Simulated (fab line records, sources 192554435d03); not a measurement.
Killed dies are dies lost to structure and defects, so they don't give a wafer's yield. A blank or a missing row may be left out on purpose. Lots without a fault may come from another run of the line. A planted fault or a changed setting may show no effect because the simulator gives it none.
fab line records | flow n5_finfet
record lots=10 wafers=30 last_day=18
route steps=1938 shown BEOL_M8@1377 MIM_TOP_LITHO@1848 MIM_TOP_ETCH@1851 MIM_BOT_ETCH@1868 PASSIVATION@1936
lots that met no fault: from a run of the same line without faults
start_h: hours from the record's first day to the start of the lot's first wafer shown | wait_h: hours since the lot's step before | " the same as in the row above | L1.1+2: a row that stands for several wafers | - no value, or no start given | * or withheld: withheld | < > ~ a bound
route shown NAME@n: a module of which the file shows steps, and the number in the route of the first | usual: mean/standard deviation of fault-free wafers | same: alike in all rows | chamber/n: place in a boat | sites: the reading at each site | _std_site: their standard deviation | _edge_site: outer sites' mean less inner sites' | radius_mm: how far each site lies from the wafer's centre | mask NAME#n: copy n | behind: the tool/chamber that last shaped the wafer | hold: why the lot was held/for how many hours/how that ended | device: the transistor (n, p or np) that didn't switch | end of line: the same wafers' tests at the end of the route | a step without rows: its recipe alone | killed: dies lost to structure and defects at the first sort, not the wafer's yield | map: a wafer's dies, x killed, . not, _ none there
set.NAME: the setting as run; set.NAME@STEP: as run at that earlier step | model.NAME: the simulator's own value behind a step, which no gauge read
steps of the route over a sample of lots; a table a step, a row a wafer
services: from which hour (start_h, from the record's first day; less than 0 if before it) a tool's chamber was out of use, for how many hours, and why
## steps
# step N5_BEOL_M8_TRENCH_ETCH_37
# recipe chemistry=C4F6/O2 target_depth_a=934.78 target=SiCOH_lowk time_s=31.2 ion_energy_ev=250 pressure_mtorr=30 source_w=345 bias_w=185 Ar_flow_sccm=300 C4F6_flow_sccm=10 O2_flow_sccm=10
# usual drypump_motor_current_A=5.7/0.44 mfc_ar_sccm=300.0/0.79 oes_product_au=0.80/0.089 rf_vpp_V=669/9.1 showerhead_plenum_p_Torr=2.85/0.11 throttle_valve_pct=20.94/0.24
# columns lot.wafer tool chamber start_h wait_h drypump_motor_current_A mfc_ar_sccm oes_product_au rf_hours_counter_h rf_vpp_V showerhead_plenum_p_Torr throttle_valve_pct
L315.1 rie_diel-01 1 229.24 - 5.3 299.3 0.70 233 661 2.70 21.46
L315.2 " 0 " " 5.5 299.5 0.72 193 673 2.95 20.99
L315.6 " 0 " " 5.5 300.8 0.72 - 673 2.95 20.98
L314.3 rie_diel-03 1 230.75 - 5.7 299.3 1.00 4 662 2.94 21.05
L314.5 " 2 " " 5.7 299.7 0.89 - 677 3.04 21.06
L314.6 " 1 " " 5.7 299.3 1.00 - 661 2.94 21.03
L317.2 rie_diel-03 0 246.30 - 5.3 301.3 0.71 205 668 2.72 20.99
L317.5 " 1 " " 5.6 300.5 0.97 - 661 2.93 21.05
L317.6 " 0 " " 5.3 300.4 0.70 - 668 2.72 20.99
L319.2 rie_diel-06 0 250.32 - 6.5 298.8 0.74 152 678 2.73 20.96
L319.3 " 1 " " 5.5 298.6 0.87 37 654 2.76 20.42
L319.4 " 2 " " 5.4 299.9 0.91 22 681 2.88 20.65
L318.3 rie_diel-03 3 250.60 - 6.6 299.3 0.80 99 680 2.98 20.79
L318.4 " 2 " " 5.7 299.7 0.88 36 676 3.03 21.09
L318.6 " 1 " " 5.7 299.9 0.97 - 661 2.93 21.03
L320.2 rie_diel-06 2 253.87 - 5.3 301.6 0.91 23 679 2.88 20.65
L320.5 " 0 " " 6.5 300.5 0.74 - 678 2.73 20.94
L320.6 " 3 " " 5.5 301.7 0.85 - 664 2.79 21.22
L325.2 rie_diel-03 1 297.38 - 5.7 300.6 0.93 27 662 2.92 21.08
L325.3 " 0 " " 5.4 300.5 0.69 223 668 2.71 21.02
L325.4 " 2 " " 5.8 298.7 0.86 54 676 3.02 21.11
L332.1 rie_diel-06 3 324.85 - 5.6 299.9 0.81 74 662 2.78 21.24
L332.4 " 2 " " 5.3 300.1 0.87 44 681 2.87 20.67
L332.6 " 1 " " 5.4 299.2 0.84 - 653 2.75 20.46
L331.1 rie_diel-01 0 327.73 - 5.5 300.3 0.68 235 671 2.93 21.05
L331.2 " 1 " " 5.3 299.9 0.96 15 671 3.03 21.16
L331.3 " 3 " " 5.5 300.6 0.68 253 668 2.79 20.96
L337.2 rie_diel-03 3 370.97 - 6.6 300.7 0.75 145 678 2.96 20.85
L337.3 " 2 " " 5.7 299.9 0.82 82 674 3.01 21.14
L337.5 " 1 " " 5.7 301.3 0.90 - 662 2.91 21.13
# step N5_MIM_TOP_LITHO_OVL_MEAS_11
# recipe points_per_wafer=44
# usual MIM_TOP_OVL=3/5.6
# columns lot.wafer tool chamber start_h wait_h MIM_TOP_OVL[nm]
L315.1 overlay-02 0 288.10 0.0 11
L315.2 " 0 " " 9
L315.6 " 0 " " 9
L314.3 overlay-02 0 294.95 0.0 6
L314.5 " 0 " " -6
L314.6 " 0 " " -1
L317.2 overlay-02 0 305.79 0.0 10
L317.5 " 0 " " 3
L317.6 " 0 " " 6
L319.2 overlay-02 0 306.88 0.0 -3
L319.3 " 0 " " 1
L319.4 " 0 " " -8
L318.3 overlay-01 0 311.97 0.0 -5
L318.4 " 0 " " -7
L318.6 " 0 " " -5
L320.2 overlay-02 0 318.13 0.0 -7
L320.5 " 0 " " 4
L320.6 " 0 " " -10
L325.2 overlay-01 0 355.75 0.0 -10
L325.3 " 0 " " 2
L325.4 " 0 " " -1
L332.1 overlay-01 0 375.87 0.0 0
L332.4 " 0 " " -2
L332.6 " 0 " " -3
L331.1 overlay-02 0 383.09 0.0 5
L331.2 " 0 " " 16
L331.3 " 0 " " 6
L337.2 overlay-01 0 426.36 0.0 7
L337.3 " 0 " " 5
L337.5 " 0 " " 5
# step N5_MIM_TOP_ETCH_ETCH_00
# recipe chemistry=Cl2/BCl3 target=TiN target_depth_a=385 ion_energy_ev=150 pressure_mtorr=10 icp_w=1000 bias_w=126 Cl2_flow_sccm=53.25 bcl3_flow_sccm=21.75 Ar_flow_sccm=25
# usual drypump_motor_current_A=5.66/0.24 mfc_ar_sccm=24.99/0.066 oes_product_au=0.84/0.083 throttle_valve_pct=22.78/0.26
# columns lot.wafer tool chamber start_h wait_h drypump_motor_current_A mfc_ar_sccm oes_product_au rf_hours_counter_h throttle_valve_pct
L315.1 rie_metal-02 0 288.56 0.1 5.80 25.01 0.94 6 22.96
L315.2 " 0 " " 5.79 25.09 0.93 - 22.96
L315.6 " 0 " " 5.79 24.88 0.94 - 22.97
L314.3 rie_metal-02 0 295.17 0.1 5.77 24.97 0.93 - 22.97
L314.5 " 0 " " 5.79 24.95 0.94 - 22.96
L314.6 " 0 " " 5.77 24.90 0.92 - 22.95
L317.2 rie_metal-01 1 306.06 0.1 5.40 25.02 0.67 83 23.15
L317.5 " 0 " " 5.54 25.06 0.85 - 22.56
L317.6 " 1 " " 5.40 24.95 0.67 - 23.14
L319.2 rie_metal-03 1 307.07 0.1 5.29 25.05 0.83 31 22.52
L319.3 " 1 " " 5.27 25.03 0.82 - 22.54
L319.4 " 0 " " 5.91 24.97 0.91 - 22.39
L318.3 rie_metal-01 0 312.22 0.1 5.57 25.11 0.85 - 22.56
L318.4 " 1 " " 5.37 24.93 0.67 - 23.15
L318.6 " 1 " " 5.37 24.91 0.67 - 23.15
L320.2 rie_metal-01 1 318.27 0.1 5.36 24.97 0.67 85 23.16
L320.5 " 1 " " 5.35 24.93 0.67 - 23.15
L320.6 " 0 " " 5.61 24.97 0.84 - 22.57
L325.2 rie_metal-01 1 356.08 0.1 5.37 24.88 0.66 88 23.15
L325.3 " 1 " " 5.37 24.94 0.65 - 23.16
L325.4 " 0 " " 5.55 24.98 0.82 - 22.57
L332.1 rie_metal-02 0 376.02 0.1 5.80 25.09 0.87 16 22.98
L332.4 " 0 " " 5.79 25.01 0.88 - 22.99
L332.6 " 1 " " 5.92 24.92 0.91 - 22.88
L331.1 rie_metal-01 0 383.32 0.1 5.56 25.03 0.82 32 22.58
L331.2 " 1 " " 5.38 24.95 0.66 91 23.16
L331.3 " 1 " " 5.37 25.08 0.66 - 23.16
L337.2 rie_metal-03 0 426.66 0.1 5.93 24.94 0.85 23 22.43
L337.3 " 1 " " 5.28 25.10 0.77 - 22.56
L337.5 " 1 " " 5.28 25.07 0.78 - 22.56
# step N5_MIM_BOT_ETCH_ETCH_00
# recipe chemistry=Cl2/BCl3 target=TiN target_depth_a=455 ion_energy_ev=150 pressure_mtorr=10 icp_w=1000 bias_w=126 Cl2_flow_sccm=53.25 bcl3_flow_sccm=21.75 Ar_flow_sccm=25
# usual drypump_motor_current_A=5.66/0.26 mfc_ar_sccm=25.01/0.072 oes_product_au=0.85/0.079 throttle_valve_pct=21.92/0.25
# columns lot.wafer tool chamber start_h wait_h drypump_motor_current_A mfc_ar_sccm oes_product_au rf_hours_counter_h throttle_valve_pct
L315.1 rie_metal-02 0 289.73 0.1 5.75 24.94 0.93 6 22.14
L315.2 " 0 " " 5.78 24.93 0.94 - 22.12
L315.6 " 0 " " 5.79 24.90 0.94 - 22.12
L314.3 rie_metal-03 0 296.15 0.1 5.92 25.04 0.91 - 21.60
L314.5 " 1 " " 5.26 24.98 0.82 - 21.75
L314.6 " 0 " " 5.91 25.03 0.90 - 21.60
L317.2 rie_metal-02 0 306.95 0.1 5.82 24.99 0.92 9 22.16
L317.5 " 1 " " 5.90 24.94 0.97 - 22.05
L317.6 " 0 " " 5.82 24.89 0.91 - 22.16
L319.2 rie_metal-02 1 307.97 0.1 5.90 25.01 0.97 1 22.04
L319.3 " 0 " " 5.76 25.02 0.93 - 22.15
L319.4 " 1 " " 5.91 24.87 0.97 - 22.05
L318.3 rie_metal-02 0 313.26 0.1 5.80 25.12 0.92 - 22.14
L318.4 " 1 " " 5.92 25.00 0.96 - 22.04
L318.6 " 0 " " 5.81 25.04 0.91 - 22.16
L320.2 rie_metal-01 1 319.18 0.1 5.38 24.92 0.66 85 22.37
L320.5 " 0 " " 5.60 25.08 0.83 - 21.79
L320.6 " 1 " " 5.37 25.00 0.67 - 22.36
L325.2 rie_metal-02 0 356.99 0.1 5.78 24.99 0.89 14 22.19
L325.3 " 1 " " 5.92 25.03 0.93 - 22.05
L325.4 " 0 " " 5.78 25.03 0.89 - 22.19
L332.1 rie_metal-03 1 377.07 0.1 5.27 25.01 0.80 38 21.77
L332.4 " 0 " " 5.94 24.99 0.86 - 21.63
L332.6 " 1 " " 5.25 25.13 0.79 - 21.76
L331.1 rie_metal-01 1 384.49 0.1 5.38 24.98 0.66 91 22.36
L331.2 " 0 " " 5.59 24.91 0.82 32 21.77
L331.3 " 1 " " 5.39 25.04 0.65 - 22.37
L337.2 rie_metal-01 0 427.55 0.1 5.54 24.98 0.80 34 21.82
L337.3 " 1 " " 5.36 25.04 0.64 - 22.39
L337.5 " 1 " " 5.37 24.97 0.64 - 22.40
# step N5_PASSIVATION_PROBE_49
# usual defect_limited_yield=91.1/1.5 killed_at_M0_to_M3=33/9.9 killed_at_M4_up=14/5.2 killed_at_contacts=12/6.7 killed_at_front_end=43/13 killed_at_other=3.4/2.7 killed_dies=105/17 killed_open=69/13 killed_short=33/7.5 sort_bin_5_function=5.2/0.91 sort_bin_6_memory=3.3/0.71 sort_n_pass=1075/17 sort_yield_pct=91.1/1.5
# same gross_dies=1180 killed_at_back_side=0 sort_bin_4_leakage[%]=0 sort_bin_8_speed[%]=0
# columns lot.wafer tool chamber start_h wait_h defect_limited_yield[%] killed_at_M0_to_M3 killed_at_M4_up killed_at_contacts killed_at_front_end killed_at_other killed_dies killed_open killed_short sort_bin_5_function[%] sort_bin_6_memory[%] sort_n_pass sort_yield_pct[%]
L325.2 prober-01 - 365.10 0.1 83.3 36 116 8 33 4 197 74 31 9.6 5.3 983 83.3
L325.3 prober-01 - 365.15 0.2 91.7 34 19 3 41 1 98 69 28 4.9 3.2 1082 91.7
L325.4 prober-01 - 365.20 0.2 93.6 30 8 4 30 3 75 51 24 4.4 1.9 1105 93.6
# killed by level:class
L325.2 BEOL_M8:unspecified=89 BEOL_M4:geometric_particle:open=17 BEOL_M0_SAQP:geometric_particle:open=8 BEOL_M2:geometric_particle:open=8 GATE_CUT:geometric_particle:open=7 STI_FIN_REVEAL:geometric_particle:open=6 BEOL_M0_SAQP:geometric_particle:short=6 MOL_CONTACT_COAG:geometric_particle:open=5
L325.3 BEOL_M4:geometric_particle:open=13 FIN_SAQP:geometric_particle:open=12 BEOL_M0_SAQP:geometric_particle:short=12 STI_FIN_REVEAL:geometric_particle:open=9 DUMMY_GATE:geometric_particle:open=7 BEOL_M0_SAQP:geometric_particle:open=7 BEOL_M2:geometric_particle:open=6 FIN_SAQP:geometric_particle:short=4
L325.4 BEOL_M2:geometric_particle:open=13 FIN_SAQP:geometric_particle:open=7 BEOL_M3:geometric_particle:open=7 FIN_SAQP:geometric_particle:short=5 GATE_CUT:geometric_particle:open=4 MOL_CONTACT_COAG:geometric_particle:open=4 STARTING-WAFER:geometric_particle:short=4 BEOL_M0_SAQP:geometric_particle:short=3
## services
# columns tool chamber start_h hours kind
rie_diel-03 - 205.84 0.2 repair
rie_metal-02 0 206.79 - clean
rie_metal-02 0 206.79 23.4 scheduled_down
rie_metal-02 0 206.79 23.4 vent_cycle
rie_diel-03 2 220.89 7.3 repair
rie_diel-06 2 254.76 7.2 repair
rie_metal-03 - 255.54 1.1 repair
rie_metal-02 1 267.63 2.0 repair
rie_metal-02 1 279.52 - clean
rie_metal-02 1 279.52 18.6 scheduled_down
rie_metal-02 1 279.52 18.6 vent_cycle
rie_metal-01 - 329.92 2.6 repair
rie_diel-03 1 331.23 10.9 repair
rie_diel-01 0 343.61 9.4 repair
rie_diel-01 1 360.24 5.1 repair
rie_metal-02 1 360.90 5.3 repair
rie_diel-06 - 364.60 2.4 repair
rie_diel-03 0 368.14 - clean
rie_diel-03 0 368.14 - consumable_replace:focus_ring
rie_diel-03 0 368.14 - consumable_replace:showerhead
rie_diel-03 0 368.14 16.1 scheduled_down
rie_diel-03 0 368.14 16.1 vent_cycle
rie_metal-01 - 395.55 0.5 repair
rie_metal-01 0 403.57 2.1 repair
## key
first_sign step=N5_PASSIVATION_PROBE_49 reading=killed_at_M4_up direction=up sigmas=20 usual=14 struck=116
effect step=N5_PASSIVATION_PROBE_49 reading=defect_limited_yield direction=down sigmas=5.4 usual=91.1 struck=83.3
more_kills_born_at N5_BEOL_M8_TRENCH_ETCH_37@rie_diel-03=89
met_at N5_BEOL_M8_TRENCH_ETCH_37
struck_lots L325
struck_wafers L325.2
not_acting_at N5_MIM_TOP_LITHO_OVL_MEAS_11,N5_MIM_TOP_ETCH_ETCH_00,N5_MIM_BOT_ETCH_ETCH_00
onset_between 250.60 297.38
fault kind=chamber_particle_source tool=rie_diel-03 chamber=1 onset_h=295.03 steps=N5_BEOL_M8_TRENCH_ETCH_37 rate_per_visit_cm2=0.40251 end_h=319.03
